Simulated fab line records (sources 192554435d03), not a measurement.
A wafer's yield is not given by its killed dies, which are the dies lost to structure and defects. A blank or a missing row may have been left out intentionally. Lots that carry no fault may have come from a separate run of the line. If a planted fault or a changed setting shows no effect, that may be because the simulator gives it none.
fab line records    flow n5Finfet
[record] lots = 4  wafers = 12  lastDay = 18
route steps=1938 shown BEOL_M15@1807 PASS1_DEP@1831 MIM_BOT@1832 MIM_TOP@1834 MIM_TOP_LITHO@1839 PASSIVATION@1936
lots untouched by any fault: they come from a run of this same line in which no faults occurred
startH: the number of hours between the record's first day and the start of the first shown wafer of the lot    waitH: hours since the lot's step before    " as in the row above    L1.1+2: a single row standing in for several wafers    - value missing, or start not given    * or withheld: withheld    < > ~ a bound
route shown NAME@n: NAME is a module with steps in the file, n the number in the route of the first one    usual: average and standard deviation across the fault-free wafers    same: alike in all rows    chamber/n: place in a boat    sites: each site's reading    _std_site: their standard deviation    _edge_site: the outer-site mean with the inner-site mean subtracted    radiusMm: for every site, how far away it sits from the centre of the wafer    mask NAME#n: copy n    behind: the most recent tool/chamber to have shaped the wafer    hold: what put the lot on hold/how long, in hours/how the hold closed    device: names the non-switching transistor (n, p or np)    end of line: tests run on the same wafers once the route is complete    where a step has no rows: the recipe by itself    killed: count of dies lost to structure and defects at first sort (not the wafer's yield)    map: shows each die of a wafer: x if killed, . if not, _ if none is there
set.NAME: the run value of the setting; set.NAME@STEP: its run value at that earlier step    model.NAME: the simulator's own value behind a step, which no gauge read
lots at some steps of the route; a table a step, a row a wafer
[[steps]]
[step N5_BEOL_M15_DESCUM_33]
[recipe] chemistry = O2  timeS = 7.9  sourcePowerW = 50  biasPowerW = 20  pressureMtorr = 20  rfFrequencyHz = 2.712e+07  tempC = 40  o2FlowSccm = 225
[step N5_BEOL_M15_ETCH_61]
[recipe] chemistry = N2/H2  target = BARC  targetDepthA = 890  overetchA = 267  timeS = 67.9  ionEnergyEv = 200  pressureMtorr = 30  sourceW = 840  biasW = 150  n2FlowSccm = 200  h2FlowSccm = 200
[step N5_BEOL_M15_TRENCH_ETCH_34]
[recipe] chemistry = C4F8/O2/Ar  target = SiO2  targetDepthA = 8729.3  heInnerTorr = 15  heOuterTorr = 30  timeS = 199  ionEnergyEv = 800  pressureMtorr = 20  sourceW = 1905  biasW = 2040  Ar_flow_sccm = 400  C4F8_flow_sccm = 16  O2_flow_sccm = 12
[step N5_BEOL_M15_STRIP_36]
[recipe] chemistry = O2  powerW = 600  tempC = 60  pressureMtorr = 30  rfFrequencyHz = 6e+07  biasPowerW = 0  overashFraction = 0.3  o2FlowSccm = 225
[step N5_BEOL_M15_STRIP_62]
[recipe] chemistry = O2  powerW = 600  tempC = 60  pressureMtorr = 30  rfFrequencyHz = 6e+07  biasPowerW = 0  overashFraction = 0.3  o2FlowSccm = 225
[step N5_BEOL_M15_STRIP_37]
[recipe] chemistry = O2  powerW = 600  tempC = 60  pressureMtorr = 30  rfFrequencyHz = 6e+07  biasPowerW = 0  overashFraction = 0.3  o2FlowSccm = 225
[step N5_BEOL_M15_ETCH_38]
[recipe] chemistry = CF4/N2  target = SiCN  targetDepthA = 1064  taperDeg = 2  timeS = 120.5  ionEnergyEv = 150  maskMaterial = SiO2  pressureMtorr = 40  sourceW = 430  biasW = 70  Ar_flow_sccm = 100  cf4FlowSccm = 60  n2FlowSccm = 60
[step N5_BEOL_M15_PRECLEAN_39]
[recipe] chemistry = residueRemover  timeS = 60  tempC = 40
[step N5_BEOL_M15_SRD_40]
[recipe] timeS = 30  tempC = 23  rinseLiquid = diw  dry = n2Spin  spinRpm = 1500  dryTimeS = 30
[step N5_BEOL_M15_DEGAS_41]
[recipe] ambient = vacuum  tempC = 300  timeS = 60
[step N5_BEOL_M15_PRE_CLEAN_42]
[recipe] gas = H2/He  timeS = 30  tempC = 300
[usual] heaterPowerW = 454/38  susceptorTempC = 300.00/0.18
lot.wafer  tool           chamber  startH  waitH  heaterPowerW  susceptorTempC
L868.1     pvdSputter-01  -        301.52  0.0    469           299.86
L868.3     "              -        "       "      430           300.08
L868.4     "              -        "       "      382           300.15
L877.2     pvdSputter-01  -        386.04  0.0    467           300.10
L877.5     "              -        "       "      462           300.22
L877.6     "              -        "       "      425           299.76
L875.2     pvdSputter-01  -        396.15  0.0    470           300.05
L875.3     "              -        "       "      396           299.76
L875.4     "              -        "       "      431           300.13
L882.4     pvdSputter-03  -        418.22  0.0    486           299.82
L882.5     "              -        "       "      487           299.88
L882.6     "              -        "       "      496           299.79
[step N5_BEOL_M15_SPUTTER_43]
[recipe] material = TaN  targetThkA = 150  tempC = 50  biasV = 168.6  powerW = 15000  chamberPressurePa = 0.12  timeS = 24.19
[step N5_BEOL_M15_SPUTTER_44]
[recipe] material = Ta  targetThkA = 150  tempC = 50  biasV = 80  powerW = 15000  chamberPressurePa = 0.07  timeS = 24.19
[step N5_BEOL_M15_SPUTTER_45]
[recipe] material = Cu  targetThkA = 1000  tempC = -20  biasV = 60  powerW = 26000  chamberPressurePa = 0.13  timeS = 16.67
[step N5_BEOL_M15_ECD_47]
[recipe] material = Cu  targetThkA = 18600
[step N5_BEOL_M15_ANNEAL_48]
[recipe] tempC = 225  timeS = 90  ambient = N2
[step N5_BEOL_M15_CMP_49]
[recipe] stopOn = SiO2  tOverpolishS = 4.9  downForcePsi = 2  platenRpm = 80  clearingPlatenDownForcePsi = 2  clearingPlatenRpm = 80  postCmpClean = cuAlkaline  targetThkNm = 850  clearingPlatenPadVelocityMS = 1.5917  padVelocityMS = 1.5917
[step N5_BEOL_M15_PRE_CLEAN_52]
[recipe] gas = NH3  timeS = 15  tempC = withheld  rfPowerW = 300
[step N5_BEOL_M15_DEP_53]
[recipe] material = SiCN  targetThkA = 500  tempC = withheld  precursor = 3MS/NH3  pressureTorr = 3  rfW = 675  timeS = 17.8
[step N5_PASSIVATION_PECVD_00]
[recipe] material = SiO2  targetThkA = 2000  tempC = 400  precursor = SiH4/N2O  pressureTorr = 2.7  rfW = 608  timeS = 11.2
[step N5_MIM_BOT_DEGAS_01]
[recipe] ambient = vacuum  tempC = 300  timeS = 60
[step N5_MIM_BOT_SPUTTER_00]
[recipe] material = TiN  targetThkA = 350  tempC = 200  powerW = 3000  chamberPressurePa = 0.49996  gas = Ar  reactivePartialPa = 0.37997  timeS = 89.7
[step N5_MIM_TOP_ALD_00]
[recipe] material = Al2O3  targetThkA = *  tempC = withheld  aldPrecursorFamily = TMA  aldCoReactant = O3  pulseTimeS = withheld  purgeTimeS = 3  coReactantPurgeTimeS = withheld  coReactantPulseTimeS = 3  aldCycles = withheld
[step N5_MIM_TOP_ALD_01]
[recipe] material = HfO2  targetThkA = 56  tempC = withheld  aldPrecursorFamily = Hf-amide  aldCoReactant = O3  pulseTimeS = 1  purgeTimeS = 3  coReactantPurgeTimeS = 2  coReactantPulseTimeS = 3  aldCycles = 62
[step N5_MIM_TOP_ALD_02]
[recipe] material = Al2O3  targetThkA = *  tempC = withheld  aldPrecursorFamily = TMA  aldCoReactant = O3  pulseTimeS = withheld  purgeTimeS = 3  coReactantPurgeTimeS = withheld  coReactantPulseTimeS = 3  aldCycles = withheld
[step N5_MIM_TOP_DEGAS_04]
[recipe] ambient = vacuum  tempC = 300  timeS = 60
[step N5_MIM_TOP_SPUTTER_03]
[recipe] material = TiN  targetThkA = 350  tempC = 200  powerW = 3000  chamberPressurePa = 0.49996  gas = Ar  reactivePartialPa = 0.37997  timeS = 89.7
[step N5_MIM_TOP_LITHO_HMDS_01]
[recipe] timeS = 60  tempC = 120
[step N5_MIM_TOP_LITHO_COAT_02]
[recipe] spinRpm = *  resistThkNm = *
[step N5_MIM_TOP_LITHO_EBR_04]
[recipe] solvent = PGMEA  ebrWidthMm = 1.5
[step N5_MIM_TOP_LITHO_SOFTBAKE_03]
[recipe] tempC = 100  timeS = 90
[step N5_MIM_TOP_LITHO_EXPOSE_05]
[recipe] maskId = MIM_TOP  na = 0.55  sourceShape = conventional  sigmaOuter = 0.8  polarization = unpolarized  targetCdNm = 2000  doseMj = 20.5
[step N5_MIM_TOP_LITHO_PEB_06]
[recipe] pebTempC = withheld  pebTimeS = *
[step N5_MIM_TOP_LITHO_DEVELOP_07]
[recipe] developTimeS = 60  rinseLiquid = diw  dry = airSpin  devTempC = 21
[step N5_MIM_TOP_LITHO_HARDBAKE_09]
[recipe] tempC = 130  timeS = 120
[step N5_PASSIVATION_PROBE_49]
[usual] defectLimitedYield = 91.0/1.5  killed_at_M0_to_M3 = 35/11  killed_at_M4_up = 13/5  killedAtContacts = 12/5.9  killedAtFrontEnd = 42/13  killedAtOther = 3/3.2  killedDies = 106/18  killedOpen = 69/13  killedShort = 35/8.9  sort_bin_5_function = 5.2/0.95  sort_bin_6_memory = 3.3/0.71  sortNPass = 1074/18  sortYieldPct = 91.0/1.5
[same] grossDies = 1180  killedAtBackSide = 0  sort_bin_4_leakage[%] = 0  sort_bin_8_speed[%] = 0
lot.wafer  tool       chamber  startH  waitH  defectLimitedYield[%]  killed_at_M0_to_M3  killed_at_M4_up  killedAtContacts  killedAtFrontEnd  killedAtOther  killedDies  killedOpen  killedShort  sort_bin_5_function[%]  sort_bin_6_memory[%]  sortNPass  sortYieldPct[%]
L877.2     prober-02  -        402.39  0.1    83.2                   19                  124              17                32                6              198         58          20           10.3                    3.0                   982        83.2
L877.5     prober-02  -        402.54  0.2    82.0                   21                  139              8                 39                5              212         59          26           10.8                    3.6                   968        82.0
L877.6     prober-02  -        402.59  0.3    82.5                   26                  152              5                 24                0              207         42          16           11.2                    3.1                   973        82.5
L875.2     prober-01  -        409.06  0.1    82.2                   30                  129              8                 42                1              210         56          28           10.3                    3.8                   970        82.2
L875.3     prober-01  -        409.11  0.1    79.3                   22                  155              13                54                0              244         72          26           13.1                    4.6                   936        79.3
L875.4     prober-01  -        409.16  0.2    80.3                   29                  150              11                40                2              232         64          28           12.5                    4.2                   948        80.3
// killed by level:class
L877.2 BEOL_M15:unspecified=118 MOL_CONTACT_COAG:geometricParticle:open=15 FIN_SAQP:geometricParticle:open=10 FIN_SAQP:geometricParticle:short=5 STI_FIN_REVEAL:geometricParticle:open=5 BEOL_M2:geometricParticle:open=5 BEOL_M0:geometricParticle:open=4 BEOL_M3:geometricParticle:open=4
L877.5 BEOL_M15:unspecified=127 FIN_SAQP:geometricParticle:open=12 BEOL_M4:geometricParticle:open=7 STI_FIN_REVEAL:geometricParticle:open=5 MOL_CONTACT_COAG:geometricParticle:short=5 BEOL_M2:geometricParticle:open=5 FIN_CUT:geometricParticle:short=4 BEOL_M1:geometricParticle:open=4
L877.6 BEOL_M15:unspecified=145 BEOL_M3:geometricParticle:open=12 BEOL_M0_SAQP:geometricParticle:open=6 STI_FIN_REVEAL:geometricParticle:open=5 FIN_SAQP:geometricParticle:open=4 MOL_CONTACT_COAG:geometricParticle:open=3 BEOL_M0_SAQP:geometricParticle:short=3 DUMMY_GATE:geometricParticle:short=2
L875.2 BEOL_M15:unspecified=120 FIN_SAQP:geometricParticle:short=6 STI_FIN_REVEAL:geometricParticle:open=6 BEOL_M3:geometricParticle:open=6 MOL_CONTACT_COAG:geometricParticle:open=6 FIN_SAQP:geometricParticle:open=5 BEOL_M0_SAQP:geometricParticle:open=5 BEOL_M0:geometricParticle:open=5
L875.3 BEOL_M15:unspecified=145 FIN_SAQP:geometricParticle:open=17 MOL_CONTACT_COAG:geometricParticle:open=11 FIN_SAQP:geometricParticle:short=8 STI_FIN_REVEAL:geometricParticle:open=6 BEOL_M0_SAQP:geometricParticle:open=5 BEOL_M1:geometricParticle:open=5 BEOL_M2:geometricParticle:open=5
L875.4 BEOL_M15:unspecified=134 FIN_SAQP:geometricParticle:open=22 MOL_CONTACT_COAG:geometricParticle:open=8 FIN_SAQP:geometricParticle:short=7 BEOL_M2:geometricParticle:open=7 BEOL_M4:geometricParticle:open=7 BEOL_M0:geometricParticle:open=5 BEOL_M0_SAQP:geometricParticle:short=4
// map L875.3 (x killed, . not)
_________________.........x..________________
______________..x.x....x.x.xxxx._____________
___________x..x.....xx.x.xxxxxxx...__________
__________xx....x...xxxxxxxxxxxxxx.._________
________.x.........xxxxxxxxxxxxxx.x..._______
_______x.x........xxxxxxxxxxxxxxxxx....______
______...xxx...x...xxxxxxxxxxxxxx.x..x.._____
_____..........x.xxxxxxxxxxxxxxxxxx.x....____
____....x......x...xxxxxxxxxxxxxx.........___
___................x.xxxxxxxxxxx.x.........__
___x...............x..xxxxxxxxx............__
__......x....x......x..xxxxxxxxx............_
__......................xxxx.xx....x...x...._
_.x.....x...x.....x.......x..x...x...........
_......x.x.................x.x...x...........
_.............xx....................x.......x
_.....x.................x............x.....x.
_x...x...x....xx........x....................
_..x.....x...................................
_.............x.........................x....
_..................x.........................
__...x.....x.....x....x...x.x.........x...x._
__.........................................._
___.......x.x.x...x.....x....x.....x.......__
___........................................__
____........x..............x.............x___
_____....xx.....................x........____
______........x..x.....................x_____
_______.......................x.....x..______
________.....x.................x......_______
__________.....x..x................._________
___________..x...xx..........x.....__________
______________..x.....x......x.._____________
_________________...x...xx...________________
// map L877.5 (x killed, . not)
_________________............________________
______________.....xx..........._____________
___________.....x......x....x....x.__________
__________x...........x.....x.....xx_________
________...........x.....x.....xx.xxxx_______
_______..x.x....................xxxxxxx______
______..x...................x..xxxxxxxxx_____
_____.................x.....x.xxxxxxxxxxx____
____x........x......x.......xxxxxxxxxxxxxx___
___.............x..........xxx.xxxxxxxxxxxx__
___.x........x.............x.xxxxxxxxxxxxxx__
__...x.x...x................x..xxxxxxxxxxxxx_
__..x........................x.xxxxxxxxx.x.x_
_........xx...x........x......xx.xxxxxxxxxx..
_...x........x......x..x...x..xxx..xxxxx...x.
_..xxx..xx......x..............x.x...x......x
_........x.......x.............x.....x.......
_...x.........................x..............
_....x.......................................
_............x.x.....x......................x
_.............x........x.....................
__....x..........x............xx...........x_
__.x......x.x....................x........x._
___.......................x.....x.....xx...__
___................x.......................__
____.........................xx...........___
_____.x....x...................x.x.......____
______.................................._____
_______x....x...x......................______
________..................x..........._______
__________.............x............_________
___________................x.......__________
______________.................._____________
_________________............________________
[[key]]
[firstSign] step = N5_PASSIVATION_PROBE_49  reading = killed_at_M4_up  direction = up  sigmas = 26  usual = 13  struck = 142
[effect] step = N5_PASSIVATION_PROBE_49  reading = defectLimitedYield  direction = down  sigmas = 6.2  usual = 91.0  struck = 81.6
[moreKillsBornAt] N5_BEOL_M15_PRE_CLEAN_42@pvdSputter-01 = 789
metAt N5_BEOL_M15_PRE_CLEAN_42
struckWafers L875.2,L875.3,L875.4,L877.2,L877.5,L877.6
onsetBetween 301.52 386.04
[fault] kind = chamberParticleSource  tool = pvdSputter-01  chamber = -  onsetH = 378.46  steps = N5_BEOL_M15_PRE_CLEAN_42  ratePerVisitCm2 = 1.6454  endH = 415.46
